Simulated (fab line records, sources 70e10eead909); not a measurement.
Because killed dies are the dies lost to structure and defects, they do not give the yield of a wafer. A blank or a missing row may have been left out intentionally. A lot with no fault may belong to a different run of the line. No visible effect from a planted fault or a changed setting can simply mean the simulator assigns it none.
8D (eight disciplines) problem report, filled in by code :: flow nand_harc :: the parts of the form that need people (team, actions taken, sign-off) are left out

== 1. PROBLEM STATEMENT ==
At NHARC_A_ONON_D2_THK_MEAS_24, thk_nm averages 1378 nm over 4 wafers from 2 lots, while fault-free wafers read 996 nm, standard deviation 11. That is +35 standard deviations from the usual mean.
The step: measures by ellipsometry.
First seen on wafer L495.4, day 18 05:30, on film_metro-02. The record holds 18 wafers of 6 lots with a number at this step. Rule for "out" (also "out of limits"): further than 4 standard deviations from the usual mean. All remaining wafers that have a number are taken as sound.

== 2. WHAT IT IS, AND WHAT IT ISN'T ==
question: which readings at this step
is: thk_nm
is not: -

question: which lots
is: L495, L497
is not: L488, L489, L499, L501

question: which wafers of those lots
is: L495.4, L495.5, L497.4, L497.5
is not: L495.6, L497.6

question: read on which gauges
is: film_metro-01, film_metro-02
is not: -

question: when
is: from day 18 05:30
is not: up to then (7 sound wafers); but 7 sound wafers of L497, L499, L501 came after

== 3. SUSPECTS, AND WHAT RULES EACH OUT ==
Counting: if a tool at a process step up to the reading ran every lot that is out, it stays a suspect. Sound lots after the first of them don't rule it out here, since some wafers of a struck lot are sound.
- the gauge at NHARC_A_ONON_D2_THK_MEAS_24 has been ruled out. 2 gauges (film_metro-01, film_metro-02) read the wafers that are out.
- pecvd_onon-04 at NHARC_A_ONON_D2_DEP_22 (target thk 1000 nm): kept. Every lot that is out went through it, the first being L495 (day 18 05:10); the last sound lot it ran before that was L488 (day 14 18:52).
The count leaves pecvd_onon-04 at NHARC_A_ONON_D2_DEP_22.

== 4. THE CAUSE (what the simulator had put in) ==
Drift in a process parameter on pecvd_onon-04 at NHARC_A_ONON_D2_DEP_22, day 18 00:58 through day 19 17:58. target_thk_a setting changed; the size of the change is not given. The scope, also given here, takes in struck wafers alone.
This tool alone remained once counting was done.

== 5. SEQUENCE OF EFFECTS, ordered by route ==
Rows list readings where the struck wafers' mean (over those with a number) sits beyond 3 standard deviations from the usual. Only readings for which the record gives a usual standard deviation are gone through. hours: the time from each lot's start at the first step in this table that gives one to its start at this step, as a median over the lots. sigmas: the change in usual standard deviations.
hours: 0
step: NHARC_A_ONON_D2_THK_MEAS_24
reading: thk_nm
usual: 996 nm
on struck wafers: 1378
change: +382
sigmas: +35

hours: 278
step: NHARC_END_SORT_01
reading: killed_at_array
usual: 59
on struck wafers: 669
change: +610
sigmas: +29

hours: 278
step: NHARC_END_SORT_01
reading: killed_dies
usual: 64
on struck wafers: 677
change: +613
sigmas: +29

== 6. HOW IT WOULD HAVE BEEN CAUGHT EARLIER ==
5 hours passed between the start of the fault at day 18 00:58 and the first reading out of limits at a measuring or inspecting step in this record, taken at day 18 05:30.
Of the lots that are out (2), L497 began NHARC_A_ONON_D2_DEP_22 on pecvd_onon-04 after day 18 05:30. Putting the tool on hold at that point would have spared it.
